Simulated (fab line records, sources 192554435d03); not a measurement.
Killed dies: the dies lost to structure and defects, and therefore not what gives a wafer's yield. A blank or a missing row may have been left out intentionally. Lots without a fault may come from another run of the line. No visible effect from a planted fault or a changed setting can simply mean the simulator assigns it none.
Matching of chambers :: flow n5Finfet :: N5_BEOL_M7_ETCH_66 on rieDiel-02 has 4 sister chambers
The step etches SOC in N2/H2, target depth 80 nm, overetch 16 nm, time 120 s. 4 wafers are shown with their chamber, then 7 later ones without.

== WAFERS WITH THEIR CHAMBER ==
wafer: L759.1
chamber: 1
drypumpMotorCurrentA (A): 5.4

wafer: L762.6
chamber: 3
drypumpMotorCurrentA (A): 5.7

wafer: L770.1
chamber: 0
drypumpMotorCurrentA (A): 5.9

wafer: L770.3
chamber: 2
drypumpMotorCurrentA (A): 5.2

== WAFERS MISSING THEIR CHAMBER ==
wafer: L770.5
drypumpMotorCurrentA (A): 5.2

wafer: L776.2
drypumpMotorCurrentA (A): 5.9

wafer: L776.4
drypumpMotorCurrentA (A): 5.8

wafer: L776.6
drypumpMotorCurrentA (A): 5.4

wafer: L777.3
drypumpMotorCurrentA (A): 5.2

wafer: L777.4
drypumpMotorCurrentA (A): 5.9

wafer: L777.5
drypumpMotorCurrentA (A): 5.2

== CHAMBER TAKEN BY EACH ==
wafer: L770.5
from the rows above: 2
in truth: 2

wafer: L776.2
from the rows above: 0
in truth: 0

wafer: L776.4
from the rows above: can't be placed: 3 or 0
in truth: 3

wafer: L776.6
from the rows above: 1
in truth: 1

wafer: L777.3
from the rows above: 2
in truth: 2

wafer: L777.4
from the rows above: 0
in truth: 0

wafer: L777.5
from the rows above: 2
in truth: 2
Correctly placed: 6 of 7. Unplaceable from these rows: 1, with the true chamber sitting among the candidates in 1. Placed wrongly: 0.
How it was worked out, from the rows above alone: a wafer's distance from a chamber is the root of the sum, over the readings, of the square of ((its reading less the chamber's mean) divided by the reading's scatter). If the next closest chamber is less than 2 further off than the closest, the wafer can't be placed; otherwise it belongs to the closest. For every chamber, the mean is computed from those of its wafers that are shown. The scatter: root of mean squared gap, hidden wafer to nearest shown wafer, with one shown wafer a chamber.
